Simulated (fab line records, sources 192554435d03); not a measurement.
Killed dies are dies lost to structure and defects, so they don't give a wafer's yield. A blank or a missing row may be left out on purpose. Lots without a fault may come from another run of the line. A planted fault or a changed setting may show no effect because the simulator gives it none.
Split-lot experiment | flow n5_finfet | 7 lots, 21 wafers read, on a route of 1938 steps

THE SPLIT
At N5_SD_EPI_N_PEB_07 (peb time 60 s), the setting peb_temp_c was moved away from the recipe's 110 C on 7 of the 21 wafers read, by -2.8% to +3.1%. The other wafers ran this setting at the recipe's value.

FROM THE SPLIT TO THE READING: what the file shows between them, 1 step
- N5_SD_EPI_N_DEVELOP_08: develop time 30 s

THE READING
cd_nm, in nm, at N5_SD_EPI_N_CD_MEAS_09 (target cd 120 nm). Fault-free wafers of this fab line usually give 120.0 nm, standard deviation 0.88 nm.

wafer  | tool, chamber at the split | peb_temp_c as run, C | against the recipe | cd_nm, nm | against lot-mates on the recipe
L076.1 | litho_track-04, 0          | 110                  | recipe             | 117.6     | -
L076.5 | litho_track-04, 0          | 111.9                | +1.7%              | 124.5     | +6.6
L076.6 | litho_track-04, 0          | 110                  | recipe             | 118.3     | -
L078.1 | litho_track-01, 0          | 110                  | recipe             | 120.9     | -
L078.2 | litho_track-01, 0          | 110                  | recipe             | 121.3     | -
L078.4 | litho_track-01, 0          | 110                  | recipe             | 120.6     | -
L080.1 | litho_track-01, 0          | 110                  | recipe             | 120.2     | -
L080.2 | litho_track-01, 0          | 110                  | recipe             | 120.6     | -
L080.5 | litho_track-01, 0          | 106.9                | -2.8%              | 112.6     | -7.8
L084.2 | litho_track-01, 0          | 110                  | recipe             | 120.1     | -
L084.3 | litho_track-01, 0          | 110                  | recipe             | 118.7     | -
L084.6 | litho_track-01, 0          | 110                  | recipe             | 119.4     | -
L090.1 | litho_track-03, 0          | 110                  | recipe             | 119.9     | -
L090.3 | litho_track-03, 0          | 113.4                | +3.1%              | 128.5     | +8.6
L090.5 | litho_track-03, 0          | 113.4                | +3.1%              | 128.9     | +9.0
L093.1 | litho_track-04, 0          | 111.2                | +1.1%              | 124.6     | +4.4
L093.3 | litho_track-04, 0          | 110                  | recipe             | 120.2     | -
L093.4 | litho_track-04, 0          | 111.2                | +1.1%              | 123.6     | +3.4
L095.1 | litho_track-04, 0          | 112.9                | +2.6%              | 127.4     | +8.2
L095.3 | litho_track-04, 0          | 110                  | recipe             | 119.3     | -
L095.6 | litho_track-04, 0          | 110                  | recipe             | 119.0     | -

THE FIT
A straight line over all 21 wafers: cd_nm changes by +2.84 nm for each +1% of peb_temp_c; r = +0.97; the points scatter about the line by 0.99 nm.
The same after taking each lot's own level away (the mean of its wafers on the recipe; 21 wafers): +2.96 nm for each +1%; r = +0.99; scatter 0.53 nm.
On that fit, the largest move of peb_temp_c shifts the reading by 9.1 nm.
The lots' own levels span 117.95 to 120.93 nm, that is 3.4 times the standard deviation above.
So the lot-to-lot level changes the slope little: the two slopes agree.
Check: with one of the wafers moved furthest among these (+3.1%) left out of the fit, the line predicts +9.52 nm for it against its lot-mates. It came out at +8.6 nm against them.

OTHER SPLITS ON THESE WAFERS
These wafers also went through other splits before the reading. Each is held against what the fit with the lots' levels taken away leaves over:
other split on the same wafers     | wafers away from the commonest value | r with cd_nm (lot level and that fit taken away)
N5_FIN_SAQP_HM_DEP_03 time_s       | 5                                    | -0.02
N5_FIN_SAQP_SPACER1_ALD_24 temp_c  | 8                                    | +0.29
N5_FIN_SAQP_MANDREL_ETCH_58 bias_w | 7                                    | -0.04
N5_DUMMY_GATE_COAT_28 spin_rpm     | 9                                    | +0.19
N5_DUMMY_GATE_EXPOSE_12 dose_mj    | 5                                    | -0.36

THE WHOLE CHAIN: every reading that the file lists as answering this split, in the file's order
step                   | what it does                                           | reading                                                         | change (the file's fit)              | r (the file's)
N5_SD_EPI_N_CD_MEAS_09 | target cd 120 nm                                       | cd_nm                                                           | +3.03 nm for each +1% of the setting | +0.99
N5_SD_EPI_N_DESCUM_14  | chemistry O2, time 7.9 s                               | SD_EPI_N.cd_nm (the simulator's own value, which no gauge read) | +2.95 nm for each +1% of the setting | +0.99
N5_SD_EPI_N_ETCH_34    | etches SiARC in CF4, target depth 45.5 nm, time 75.8 s | SD_EPI_N.cd_nm (the simulator's own value, which no gauge read) | +3.11 nm for each +1% of the setting | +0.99
N5_SD_EPI_N_ETCH_35    | etches SOC in N2/H2, overetch 108 nm, time 486 s       | SD_EPI_N.cd_nm (the simulator's own value, which no gauge read) | +3.18 nm for each +1% of the setting | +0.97

THE FILE'S OWN FIT
cd_nm changes by +3.03 nm for each +1% of peb_temp_c, r = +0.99.
